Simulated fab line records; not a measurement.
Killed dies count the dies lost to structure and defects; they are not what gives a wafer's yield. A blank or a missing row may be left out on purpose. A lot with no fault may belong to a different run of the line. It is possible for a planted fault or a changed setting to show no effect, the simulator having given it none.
Which of the tools did it? :: flow nand harc :: 6 lots, 18 wafers sampled, at 5 steps of a route of 1302

== WHAT THE GAUGES SHOWED, per wafer ==
NHARC_END_SORT_01.
lot: L450
measured: day 27 23:46
on: prober-01
killed at array: 128 133 124

== WHICH TOOL RAN EACH LOT (tool, then ch and the chambers of the sampled wafers, then the start) ==
lot: L443
NHARC_A_CONTACT_ETCH_134: har cap etch-02 ch 0,1, day 22 22:27
NHARC_THIN_TSV_ETCHBACK_48: rie diel-04 ch 0,2,3, day 24 09:17
NHARC_THIN_TSV_DESCUM_35: rie diel-12 ch 0,1, day 24 13:05
NHARC_THIN_TSV_ETCH_59: rie metal-02 ch 0,1, day 24 13:17

lot: L445
NHARC_A_CONTACT_ETCH_134: har cap etch-03 ch 0,1, day 23 18:39
NHARC_THIN_TSV_ETCHBACK_48: rie diel-12 ch 0,2,3, day 25 05:29
NHARC_THIN_TSV_DESCUM_35: rie diel-12 ch 0,2,3, day 25 09:23
NHARC_THIN_TSV_ETCH_59: rie metal-03 ch 0,1, day 25 09:30

lot: L450
NHARC_A_CONTACT_ETCH_134: har cap etch-03 ch 0,1, day 25 19:11
NHARC_THIN_TSV_ETCHBACK_48: rie diel-06 ch 1,3, day 27 06:28
NHARC_THIN_TSV_DESCUM_35: rie diel-04 ch 1,2,3, day 27 10:20
NHARC_THIN_TSV_ETCH_59: rie metal-03 ch 0,1, day 27 10:29

lot: L458
NHARC_A_CONTACT_ETCH_134: har cap etch-03 ch 1, day 28 22:23
NHARC_THIN_TSV_ETCHBACK_48: rie diel-12 ch 2,3, day 30 09:30
NHARC_THIN_TSV_DESCUM_35: rie diel-12 ch 0,1,3, day 30 13:19
NHARC_THIN_TSV_ETCH_59: rie metal-03 ch 0,1, day 30 13:29

lot: L462
NHARC_A_CONTACT_ETCH_134: har cap etch-01 ch 0,1, day 30 23:32
NHARC_THIN_TSV_ETCHBACK_48: rie diel-06 ch 2,3, day 32 14:42
NHARC_THIN_TSV_DESCUM_35: rie diel-04 ch 0,1,2, day 32 18:32
NHARC_THIN_TSV_ETCH_59: rie metal-03 ch 0,1, day 32 18:38

lot: L465
NHARC_A_CONTACT_ETCH_134: har cap etch-03 ch 0,1, day 31 18:07
NHARC_THIN_TSV_ETCHBACK_48: rie diel-06 ch 1,3, day 33 06:38
NHARC_THIN_TSV_DESCUM_35: rie diel-04 ch 0,1,2, day 33 10:37
NHARC_THIN_TSV_ETCH_59: rie metal-02 ch 0,1, day 33 10:49
- NHARC_A_CONTACT_ETCH_134: etches the open film in C4F8/O2/Ar, time 140 s, target depth 700 nm.
- NHARC_THIN_TSV_ETCHBACK_48: etches the open film in C4F8/Ar, target depth 1028.5 nm, time 405.17 s.
- NHARC_THIN_TSV_DESCUM_35: chemistry O2, time 3 s.
- NHARC_THIN_TSV_ETCH_59: etches the open film in Cl2/BCl3, target depth 880 nm, time 138.1 s.

== THE ANSWER, worked out from the rows above alone ==
Rule: the lots themselves supply what counts as usual. The widest of any qualifying gaps counts: lots, ordered by their means at a reading, are off when they make up no more than a third of the lots, leave a main group of 4 or more, and stand apart from it by 3 or more times the standard deviation of that group's means. If all means in a main group match to the digits the tables above print for the reading, that group is not used. Also off: a lot with no number at a reading for which 4 or more lots have one. The other lots that the step has rows for count as sound.
Nothing can be told from this: no lot is off at any reading shown.

== WHAT HAD BEEN PUT IN BY THE SIMULATOR ==
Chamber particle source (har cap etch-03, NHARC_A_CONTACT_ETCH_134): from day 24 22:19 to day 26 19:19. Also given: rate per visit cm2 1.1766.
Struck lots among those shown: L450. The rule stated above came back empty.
